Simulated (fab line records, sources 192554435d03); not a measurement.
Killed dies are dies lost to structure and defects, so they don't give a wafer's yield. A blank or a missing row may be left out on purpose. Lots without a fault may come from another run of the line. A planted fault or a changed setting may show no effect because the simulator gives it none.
Chamber matching | flow n5_finfet | N5_BEOL_M13_CMP_49 on cmp-02: 4 sister chambers
The step polishes, stops on SiOC, t overpolish 17.1 s, target thk 420 nm. 4 wafers are shown with their chamber, then 8 later ones without.

WAFERS WITH THEIR CHAMBER
wafer  | chamber | motor_current_A (A)
L086.2 | 1       | 5.2
L089.5 | 3       | 5.6
L089.6 | 0       | 6.9
L090.1 | 2       | 5.4

WAFERS WITHOUT THEIR CHAMBER
wafer  | motor_current_A (A)
L090.3 | 6.5
L090.4 | 4.9
L095.3 | 6.5
L095.4 | 5.3
L095.6 | 5.0
L096.1 | 5.9
L096.4 | 6.5
L096.5 | 6.7

WHICH CHAMBER EACH WENT THROUGH
wafer  | from the rows above          | in truth
L090.3 | can't be placed: 0 or 3      | 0
L090.4 | can't be placed: 1 or 2 or 3 | 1
L095.3 | can't be placed: 0 or 3      | 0
L095.4 | can't be placed: 1 or 2 or 3 | 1
L095.6 | can't be placed: 1 or 2 or 3 | 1
L096.1 | can't be placed: 3 or 2 or 1 | 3
L096.4 | can't be placed: 0 or 3      | 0
L096.5 | 0                            | 0
Placed correctly: 1 of 8. Can't be placed from these rows: 7 (the true chamber is among the candidates in 7). Placed wrongly: 0.
How it was worked out, from the rows above alone: a wafer's distance from a chamber is the root of the sum, over the readings, of the square of ((its reading less the chamber's mean) divided by the reading's scatter). The wafer belongs to the nearest chamber; if the next one is less than 2 further off, it can't be placed. A chamber's mean is the mean of its shown wafers. The scatter: with one shown wafer a chamber, the root of the mean of the squares of how far each hidden wafer lies from its nearest shown one.
